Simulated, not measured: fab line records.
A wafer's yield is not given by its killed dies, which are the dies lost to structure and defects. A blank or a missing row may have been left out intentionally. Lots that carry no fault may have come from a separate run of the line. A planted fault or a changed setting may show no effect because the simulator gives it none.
Lot-split experiment -- flow n5-finfet -- 39 wafers read across 7 lots, on a route 1938 steps long

SPLIT DETAILS
At N5_BEOL_M2_DESCUM_33 (chemistry O2, time 7 s), the setting time-s was moved away from the recipe's 7 s on 12 of the 39 wafers read, by -49.0% to +58.3%. For the rest of the wafers, this setting stayed at what the recipe calls for.

FROM THE SPLIT TO THE READING: what the file shows between them, 1 step
- N5_BEOL_M2_ETCH_77: etches underlayer in N2/H2, target depth 6.5 nm, time 5.2 s

THE READING
CAR-EUV_of_BEOL_M2_COAT_22.thk-nm (the simulator's own value, which no gauge read), in nm, at N5_BEOL_M2_ETCH_69 (etches SiARC in CF4, target depth 15.6 nm, time 26 s). The file gives no usual value for it. Average 11.2 nm, standard deviation 0.12 nm, over the 27 wafers here run with the recipe.

wafer,"tool, chamber at the split","time-s as run, s",against the recipe,"CAR-EUV_of_BEOL_M2_COAT_22.thk-nm, nm",against lot-mates on the recipe
L074.1,"rie-diel-06, 1,2",7,recipe,11,-
L074.6,"rie-diel-06, 1,2",7,recipe,11,-
L074.2,"rie-diel-06, 3",7,recipe,11.2,-
L074.3,"rie-diel-06, 2,3",11.08,+58.3%,9.2,-1.9
L074.4,"rie-diel-06, 0",11.08,+58.3%,9.2,-1.9
L074.5,"rie-diel-06, 2,3",11.08,+58.3%,9.2,-1.9
L075.1,"rie-diel-06, 0,2",7,recipe,11.2,-
L075.6,"rie-diel-06, 1",7,recipe,11.2,-
L075.2,"rie-diel-06, 1,3,2",3.573,-49.0%,12.8,+1.5
L075.3,"rie-diel-06, 1,3,2",3.573,-49.0%,12.8,+1.5
L075.4,"rie-diel-06, 1,3,2",3.573,-49.0%,12.8,+1.5
L075.5,"rie-diel-06, 0,2",7,recipe,11.4,-
L077.1,"rie-diel-02, 2,1",7,recipe,11,-
L077.2,"rie-diel-02, 0,3,0",5,-28.6%,12.2,+1.0
L077.4,"rie-diel-02, 0,3,0",5,-28.6%,12.2,+1.0
L077.5,"rie-diel-02, 0,3,0",5,-28.6%,12.2,+1.0
L077.3,"rie-diel-02, 2,1",7,recipe,11.2,-
L077.6,"rie-diel-02, 3",7,recipe,11.4,-
L079.2,"rie-diel-02, 0",7,recipe,11.2,-
L079.4,"rie-diel-02, 2",7,recipe,11.2,-
L079.5,"rie-diel-02, 2",7,recipe,11.2,-
L081.1,"rie-diel-02, 3,0,0",7,recipe,11.2,-
L081.3,"rie-diel-02, 3,0,0",7,recipe,11.2,-
L081.6,"rie-diel-02, 3,0,0",7,recipe,11.2,-
L081.2,"rie-diel-02, 1,3,1",5.435,-22.4%,12,+0.8
L081.4,"rie-diel-02, 1,3,1",5.435,-22.4%,12,+0.8
L081.5,"rie-diel-02, 1,3,1",5.435,-22.4%,12,+0.8
L087.1,"rie-diel-02, 3,0,1,1,0,3",7,recipe,11.2,-
L087.2,"rie-diel-02, 3,0,1,1,0,3",7,recipe,11.2,-
L087.4,"rie-diel-02, 3,0,1,1,0,3",7,recipe,11.2,-
L087.5,"rie-diel-02, 3,0,1,1,0,3",7,recipe,11.2,-
L087.6,"rie-diel-02, 3,0,1,1,0,3",7,recipe,11.2,-
L087.3,"rie-diel-02, 3,0,1,1,0,3",7,recipe,11.4,-
L089.1,"rie-diel-06, 2,0,3,1,1",7,recipe,11.4,-
L089.2,"rie-diel-06, 2,0,3,1,1",7,recipe,11.4,-
L089.3,"rie-diel-06, 2,0,3,1,1",7,recipe,11.4,-
L089.5,"rie-diel-06, 2",7,recipe,11.4,-
L089.4,"rie-diel-06, 2,0,3,1,1",7,recipe,11.2,-
L089.6,"rie-diel-06, 2,0,3,1,1",7,recipe,11.2,-
When a row names more than one chamber, that row covers several wafers, and the file does not tell which wafer ran in which chamber.

FIT RESULTS
A straight line over all 39 wafers: CAR-EUV_of_BEOL_M2_COAT_22.thk-nm changes by -0.0338 nm for each +1% of time-s; r = -0.99; the points scatter about the line by 0.1 nm.
The same after taking each lot's own level away (the mean of its wafers on the recipe; 39 wafers): -0.0323 nm for each +1%; r = -0.99; scatter 0.084 nm.
On that fit, the largest move of time-s shifts the reading by 1.9 nm.
Across the lots, their own levels run from 11.07 to 11.33 nm, a range of 2.3 times the standard deviation given above.
Hence the lot-to-lot level has little effect on the slope; both slopes agree.
Check: for one of the wafers moved furthest among these (+58.3%), held out of the fit, the line's prediction against its lot-mates is -1.88 nm. It came out at -1.87 nm against them.

ADDITIONAL SPLITS CARRIED BY THESE WAFERS
Before the reading, these wafers also passed through other splits. Each is held against what the fit with the lots' levels taken away leaves over:
other split on the same wafers,wafers away from the commonest value,r with CAR-EUV_of_BEOL_M2_COAT_22.thk-nm (lot level and that fit taken away)
N5_SD_EPI_N_DESCUM_14 time-s,15,+0.08
N5_HKMG_FIN_ETCH_55 time-s,9,+0.23
N5_MOL_CONTACT_COAG_CVD_140 target-thk-a,12,+0.01
N5_BEOL_M1_VIA_ETCH_34 time-s,15,-0.01

THE WHOLE CHAIN: every reading that the file lists as answering this split, in the file's order
step,what it does,reading,change (the file's fit),r (the file's)
N5_BEOL_M2_DESCUM_33,"chemistry O2, time 7 s","CAR-EUV_of_BEOL_M2_COAT_22.thk-nm (the simulator's own value, which no gauge read)",-0.0341 nm for each +1% of the setting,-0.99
N5_BEOL_M2_ETCH_77,"etches underlayer in N2/H2, target depth 6.5 nm, time 5.2 s","CAR-EUV_of_BEOL_M2_COAT_22.thk-nm (the simulator's own value, which no gauge read)",-0.0333 nm for each +1% of the setting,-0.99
N5_BEOL_M2_ETCH_69,"etches SiARC in CF4, target depth 15.6 nm, time 26 s","CAR-EUV_of_BEOL_M2_COAT_22.thk-nm (the simulator's own value, which no gauge read)",-0.0324 nm for each +1% of the setting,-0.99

FILE'S OWN FIT
CAR-EUV_of_BEOL_M2_COAT_22.thk-nm changes by -0.0324 nm for each +1% of time-s, r = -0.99.
